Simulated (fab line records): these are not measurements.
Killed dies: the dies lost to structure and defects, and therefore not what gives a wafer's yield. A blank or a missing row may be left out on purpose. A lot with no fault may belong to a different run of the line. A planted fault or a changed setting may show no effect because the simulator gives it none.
Matching of chambers + flow nand harc + NHARC_A_SGD_CUT_ETCHBACK_24 on rie diel-11: 4 sister chambers
The step etches the open film in CH3F/O2, target depth 50 nm, time 92.857 s. 4 wafers are shown with their chamber, then 7 later ones without.

WAFERS WITH THEIR CHAMBER
| wafer  | chamber | showerhead plenum p Torr (Torr) |
|--------|---------|---------------------------------|
| L080.1 | 0       | 2.51                            |
| L080.2 | 1       | 2.30                            |
| L086.1 | 3       | 2.39                            |
| L086.3 | 2       | 2.47                            |

WAFERS MISSING THEIR CHAMBER
| wafer  | showerhead plenum p Torr (Torr) |
|--------|---------------------------------|
| L086.4 | 2.29                            |
| L087.2 | 2.50                            |
| L087.3 | 2.46                            |
| L087.5 | 2.39                            |
| L093.3 | 2.46                            |
| L093.4 | 2.50                            |
| L093.6 | 2.46                            |

CHAMBER TAKEN BY EACH
| wafer  | from the rows above | in truth |
|--------|---------------------|----------|
| L086.4 | 1                   | 1        |
| L087.2 | 0                   | 0        |
| L087.3 | 2                   | 2        |
| L087.5 | 3                   | 3        |
| L093.3 | 2                   | 2        |
| L093.4 | 0                   | 0        |
| L093.6 | 2                   | 2        |
Correctly placed: 7 of 7. Left unplaced by these rows: 0. Placed wrongly: 0.
How it was worked out, from the rows above alone: a wafer's distance from a chamber is the root of the sum, over the readings, of the square of ((its reading less the chamber's mean) divided by the reading's scatter). The wafer belongs to the nearest chamber; if the next one is less than 2 further off, it can't be placed. Each chamber's mean is taken over the wafers shown for it. The scatter: root of mean squared gap, hidden wafer to nearest shown wafer, with one shown wafer a chamber.
